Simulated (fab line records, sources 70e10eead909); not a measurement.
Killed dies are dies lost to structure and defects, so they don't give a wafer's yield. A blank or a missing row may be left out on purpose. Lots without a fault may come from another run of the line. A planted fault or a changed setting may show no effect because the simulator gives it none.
Chamber matching | flow nand_harc | NHARC_A_STAIRCASE_DEP_417 on pecvd-02: 3 sister chambers
The step deposits Si3N4, target thk 60 nm. 3 wafers are shown with their chamber, then 7 later ones without.

WAFERS WITH THEIR CHAMBER
wafer  | chamber | heater_power_w (W)
L091.6 | 1       | 783
L090.2 | 2       | 829
L090.3 | 0       | 895

WAFERS WITHOUT THEIR CHAMBER
wafer  | heater_power_w (W)
L090.6 | 906
L096.1 | 767
L096.4 | 815
L096.5 | 848
L095.2 | 789
L095.4 | 680
L095.5 | 987

WHICH CHAMBER EACH WENT THROUGH
wafer  | from the rows above          | in truth
L090.6 | can't be placed: 0 or 2      | 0
L096.1 | can't be placed: 1 or 2      | 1
L096.4 | can't be placed: 2 or 1 or 0 | 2
L096.5 | can't be placed: 2 or 0 or 1 | 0
L095.2 | can't be placed: 1 or 2 or 0 | 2
L095.4 | can't be placed: 1 or 2      | 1
L095.5 | can't be placed: 0 or 2      | 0
Placed correctly: 0 of 7. Can't be placed from these rows: 7 (the true chamber is among the candidates in 7). Placed wrongly: 0.
How it was worked out, from the rows above alone: a wafer's distance from a chamber is the root of the sum, over the readings, of the square of ((its reading less the chamber's mean) divided by the reading's scatter). The wafer belongs to the nearest chamber; if the next one is less than 2 further off, it can't be placed. A chamber's mean is the mean of its shown wafers. The scatter: with one shown wafer a chamber, the root of the mean of the squares of how far each hidden wafer lies from its nearest shown one.
